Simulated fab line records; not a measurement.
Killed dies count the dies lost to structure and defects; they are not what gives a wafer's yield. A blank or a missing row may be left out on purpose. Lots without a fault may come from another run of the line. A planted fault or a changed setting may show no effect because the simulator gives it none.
Chamber matching / flow n5 finfet / 4 sister chambers for N5_BEOL_M8_ETCH_61 on rie diel-03
The step etches SiARC in CF4, target depth 45.5 nm, time 75.8 s. 8 wafers are shown with their chamber, then 9 later ones without.

WAFERS, EACH WITH ITS CHAMBER
wafer=L080.2; chamber=2; drypump motor current A (A)=5.0; showerhead plenum p Torr (Torr)=2.17
wafer=L080.4; chamber=1; drypump motor current A (A)=5.5; showerhead plenum p Torr (Torr)=2.20
wafer=L082.1; chamber=3; drypump motor current A (A)=5.9; showerhead plenum p Torr (Torr)=2.06
wafer=L082.3; chamber=0; drypump motor current A (A)=5.2; showerhead plenum p Torr (Torr)=2.16
wafer=L082.5; chamber=3; drypump motor current A (A)=6.0; showerhead plenum p Torr (Torr)=2.06
wafer=L086.1; chamber=1; drypump motor current A (A)=5.5; showerhead plenum p Torr (Torr)=2.20
wafer=L086.3; chamber=2; drypump motor current A (A)=5.0; showerhead plenum p Torr (Torr)=2.16
wafer=L086.4; chamber=0; drypump motor current A (A)=5.2; showerhead plenum p Torr (Torr)=2.15

WAFERS MISSING THEIR CHAMBER
wafer=L087.2; drypump motor current A (A)=6.0; showerhead plenum p Torr (Torr)=2.06
wafer=L087.3; drypump motor current A (A)=5.2; showerhead plenum p Torr (Torr)=2.15
wafer=L087.5; drypump motor current A (A)=5.4; showerhead plenum p Torr (Torr)=2.20
wafer=L088.1; drypump motor current A (A)=6.0; showerhead plenum p Torr (Torr)=2.05
wafer=L088.4; drypump motor current A (A)=5.5; showerhead plenum p Torr (Torr)=2.19
wafer=L088.5; drypump motor current A (A)=5.9; showerhead plenum p Torr (Torr)=2.05
wafer=L096.1; drypump motor current A (A)=5.2; showerhead plenum p Torr (Torr)=2.15
wafer=L096.5; drypump motor current A (A)=5.2; showerhead plenum p Torr (Torr)=2.15
wafer=L096.6; drypump motor current A (A)=5.9; showerhead plenum p Torr (Torr)=2.05

THE CHAMBER EACH PASSED THROUGH
wafer=L087.2; from the rows above=3; in truth=3
wafer=L087.3; from the rows above=0; in truth=0
wafer=L087.5; from the rows above=1; in truth=1
wafer=L088.1; from the rows above=3; in truth=3
wafer=L088.4; from the rows above=1; in truth=1
wafer=L088.5; from the rows above=3; in truth=3
wafer=L096.1; from the rows above=0; in truth=0
wafer=L096.5; from the rows above=0; in truth=0
wafer=L096.6; from the rows above=3; in truth=3
9 of 9 placed correctly. Can't be placed from these rows: 0. Wrongly placed: 0.
How it was worked out, from the rows above alone: a wafer's distance from a chamber is the root of the sum, over the readings, of the square of ((its reading less the chamber's mean) divided by the reading's scatter). If the next closest chamber is less than 2 further off than the closest, the wafer can't be placed; otherwise it belongs to the closest. A chamber's mean is the mean of its shown wafers. The scatter is the square root of a quotient: the sum, over the shown wafers, of each reading's squared deviation from its chamber's mean, divided by wafers minus chambers.
